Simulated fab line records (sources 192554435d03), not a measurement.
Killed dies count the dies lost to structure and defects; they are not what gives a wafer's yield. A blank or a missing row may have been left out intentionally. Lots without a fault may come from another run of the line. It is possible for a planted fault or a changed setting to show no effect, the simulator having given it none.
A struck lot beside a sound one | flow n5 finfet | 39 steps out of a route of 1938
Sound: wafers L227.4, L227.5, L227.6. Struck: wafers L233.3, L233.6 (left out: L233.5, a lot-mate that was not struck); the cause follows at the end.
Per side, at each step with rows, come the tool, then ch with its chambers, and then its first start. Under that, the readings that differ: sound wafers | struck wafers | difference of the means | sigmas: that difference in standard deviations of wafers without a fault.
alike: a reading whose means differ by less than 2 such deviations, as well as words and numbers matching on both sides. not compared: withheld readings; readings where some wafer has no value; bounds like >300 that might hide an equal value; numbers whose values overlap and for which the record gives no deviation.
A row with sigmas, a row that says differs or no value, or rows on one side alone: a step with any of these is where the two part. Numbers that have no deviation but don't overlap get no sigmas and don't part them. A reading that every wafer of one side lacks parts them only if that side has two wafers or more.

first, 10 steps without rows for these wafers: N5_DUMMY_REMOVAL_HM_STRIP_01 (strips SiNx in CH3F/O2, stops on poly-Si, target depth 4 nm, time 6.8 s); N5_DUMMY_REMOVAL_STRIP_10 (strips in N2/H2, time 40 s); N5_DUMMY_REMOVAL_PRECLEAN_07 (cleans in dHF, time 30 s); N5_DUMMY_REMOVAL_DUMMY_REMOVE_02 (chemistry TMAH, target poly-Si, stops on SiO2, target depth 142 nm, time 57 s, rinse time 30 s); N5_DUMMY_REMOVAL_PRECLEAN_08 (cleans in NF3:NH3, afs cycles 2, time 20 s, sublimation time 60 s); N5_DUMMY_REMOVAL_PRECLEAN_04 (cleans in DHF, time 37 s); N5_DUMMY_REMOVAL_SRD_05 (time 30 s); N5_HKMG_FIN_IL_REGROW_00 (material SiO2, chemistry O3, target thk 0.75 nm, time 30 s); N5_HKMG_FIN_HK_ALD_01 (deposits HfO2, target thk 1.6 nm, pulse time 3 s, purge time 3 s); N5_HKMG_FIN_HK_ANNEAL_02 (time 30 s).
N5_HKMG_FIN_ALD_74: deposits La2O3, target thk 0.5 nm, pulse time 6 s, co reactant pulse time 1 s.
  sound on ald hk-01 ch 0,1,3, day 4 22:31; struck on ald hk-01 ch 3, day 6 13:13
  alike: heater power w, precursor pulse height rel
then, 26 steps without rows for these wafers: N5_HKMG_FIN_ALD_75 (deposits Al2O3, target thk 1 nm, co reactant pulse time 1 s); N5_HKMG_FIN_COAT_41 (time 60 s, resist thk 300 nm); N5_HKMG_FIN_COAT_42 (time 60 s, resist thk 35 nm); N5_HKMG_FIN_COAT_43 (resist thk 90 nm); N5_HKMG_FIN_EBR_45; N5_HKMG_FIN_SOFTBAKE_44 (time 60 s); N5_HKMG_FIN_EXPOSE_46 (exposes mask NDIPOLE); N5_HKMG_FIN_PEB_47 (peb time 60 s); N5_HKMG_FIN_DEVELOP_48 (develop time 30 s); N5_HKMG_FIN_DESCUM_53 (chemistry O2, time 7.9 s); N5_HKMG_FIN_ETCH_54 (etches SiARC in CF4, target depth 45.5 nm, time 75.8 s); N5_HKMG_FIN_ETCH_55 (etches SOC in N2/H2, target depth 240 nm, time 300 s); N5_HKMG_FIN_STRIP_56 (strips in N2/H2); N5_HKMG_FIN_STRIP_57 (strips in CF4); N5_HKMG_FIN_ETCH_58 (etches SOC in N2/H2, target depth 215.8 nm, time 741 s); N5_HKMG_FIN_STRIP_93 (strips SOC in N2/H2, time 20 s); N5_HKMG_FIN_WET_ETCH_76 (etches Al2O3 in dNH4OH, stops on La2O3, target depth 2.25 nm, rinse time 30 s); N5_HKMG_FIN_STRIP_60 (strips in N2/H2, time 360 s); N5_HKMG_FIN_WET_ETCH_77 (etches La2O3 in dHCl, stops on HfO2, target depth 2 nm); N5_HKMG_FIN_WET_ETCH_78 (etches Al2O3 in dNH4OH, stops on La2O3, target depth 4.5 nm, rinse time 30 s); N5_HKMG_FIN_ALD_79 (deposits TiN, target thk 1.5 nm, pulse time 1 s, purge time 3 s); N5_HKMG_FIN_CVD_62 (deposits a-Si from Si2H6, target thk 3 nm, time 20.8 s); N5_HKMG_FIN_RTA_80 (time 2 s); N5_HKMG_FIN_PRECLEAN_64 (cleans in dHF, time 30 s); N5_HKMG_FIN_WET_ETCH_65 (etches a-Si in TMAH, stops on TiN, time 49 s, target depth 3 nm); N5_HKMG_FIN_WET_ETCH_81 (etches TiN in SC1, stops on HfO2, time 57 s, target depth 6 nm).
-- here the record skips 4 days between the struck wafers' starts before and after, leaving off in module HKMG_FIN and picking up in module BEOL_M4 (first step shown: number 1111 of the route) --
N5_BEOL_M4_RC_MEAS_101:
  sound on prober-02 ch 0, day 9 01:14; struck on prober-02 ch 0, day 10 11:00
  reading             | sound                    | struck          | difference | sigmas
  IOFF_N (nA/um)      | 0.21 0.14 0.23           | 0.13 0.11       | -0.07      | -2
  IOFF_P (nA/um)      | 0.23 0.16 0.24           | 0.10 0.09       | -0.11      | -3
  IOFF_P_LIN (nA/um)  | 0.107 0.084 0.107        | 0.050 0.045     | -0.052     | -4
  IOFF_P_LONG (nA/um) | 0.000101 9.4e-05 9.9e-05 | 7.4e-05 6.9e-05 | -2.6e-05   | -4
  ION_N (uA/um)       | 686 670 691              | 649 658         | -29        | -2
  ION_P (uA/um)       | 473 454 470              | 424 433         | -37        | -5
  SS_P (mV/dec)       | 74.1 73.3 75.2           | 73.2 72.3       | -1.5       | -2
  VT_N (mV)           | 245 252 243              | 255 255         | +8         | +3
  VT_P (mV)           | -252 -255 -250           | -270 -268       | -17        | -5
  VT_P_LONG (mV)      | -278.0 -281.7 -279.1     | -292.9 -293.5   | -13.6      | -5
  alike: DIBL_N, DIBL_P, SS_N
-- here the record skips 4 days between the struck wafers' starts before and after, leaving off in module BEOL_M4 and picking up in module PASSIVATION (first step shown: number 1936 of the route) --
N5_PASSIVATION_PROBE_49:
  rows exist in the record for the struck wafers here (prober-01, day 14 14:29), but not for the sound ones

## WHERE THEY PART
Earliest at N5_BEOL_M4_RC_MEAS_101; latest, in this record, at N5_PASSIVATION_PROBE_49.

WHY: whatever the simulator had introduced
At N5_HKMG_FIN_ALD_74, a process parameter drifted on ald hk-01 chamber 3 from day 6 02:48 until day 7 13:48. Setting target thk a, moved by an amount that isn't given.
